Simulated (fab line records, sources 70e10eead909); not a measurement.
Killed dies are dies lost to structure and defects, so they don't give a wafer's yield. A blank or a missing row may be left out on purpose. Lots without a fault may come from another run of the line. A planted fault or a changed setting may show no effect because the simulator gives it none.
Chamber matching | flow nand_harc | NHARC_P_M2_STRIP_18 on rie_diel-09: 4 sister chambers
The step strips in N2/H2. 8 wafers are shown with their chamber, then 8 later ones without.

WAFERS WITH THEIR CHAMBER
wafer  | chamber | drypump_motor_current_A (A) | showerhead_plenum_p_Torr (Torr)
L088.6 | 1       | 6.8                         | 2.04
L089.2 | 2       | 5.3                         | 2.13
L089.3 | 3       | 5.3                         | 2.10
L089.4 | 0       | 5.8                         | 1.91
L089.1 | 1       | 6.8                         | 2.03
L089.5 | 3       | 5.3                         | 2.10
L089.6 | 0       | 5.8                         | 1.91
L090.1 | 2       | 5.4                         | 2.13

WAFERS WITHOUT THEIR CHAMBER
wafer  | drypump_motor_current_A (A) | showerhead_plenum_p_Torr (Torr)
L090.2 | 5.7                         | 1.91
L090.3 | 5.3                         | 2.10
L091.3 | 6.8                         | 2.03
L091.5 | 5.4                         | 2.13
L091.6 | 5.3                         | 2.10
L093.2 | 5.3                         | 2.10
L093.4 | 6.8                         | 2.03
L093.6 | 5.3                         | 2.10

WHICH CHAMBER EACH WENT THROUGH
wafer  | from the rows above | in truth
L090.2 | 0                   | 0
L090.3 | 3                   | 3
L091.3 | 1                   | 1
L091.5 | 2                   | 2
L091.6 | 3                   | 3
L093.2 | 3                   | 3
L093.4 | 1                   | 1
L093.6 | 3                   | 3
Placed correctly: 8 of 8. Can't be placed from these rows: 0. Placed wrongly: 0.
How it was worked out, from the rows above alone: a wafer's distance from a chamber is the root of the sum, over the readings, of the square of ((its reading less the chamber's mean) divided by the reading's scatter). The wafer belongs to the nearest chamber; if the next one is less than 2 further off, it can't be placed. A chamber's mean is the mean of its shown wafers. The scatter: the root of (the sum of the squares of (reading less its chamber's mean) over the shown wafers, divided by (wafers less chambers)).
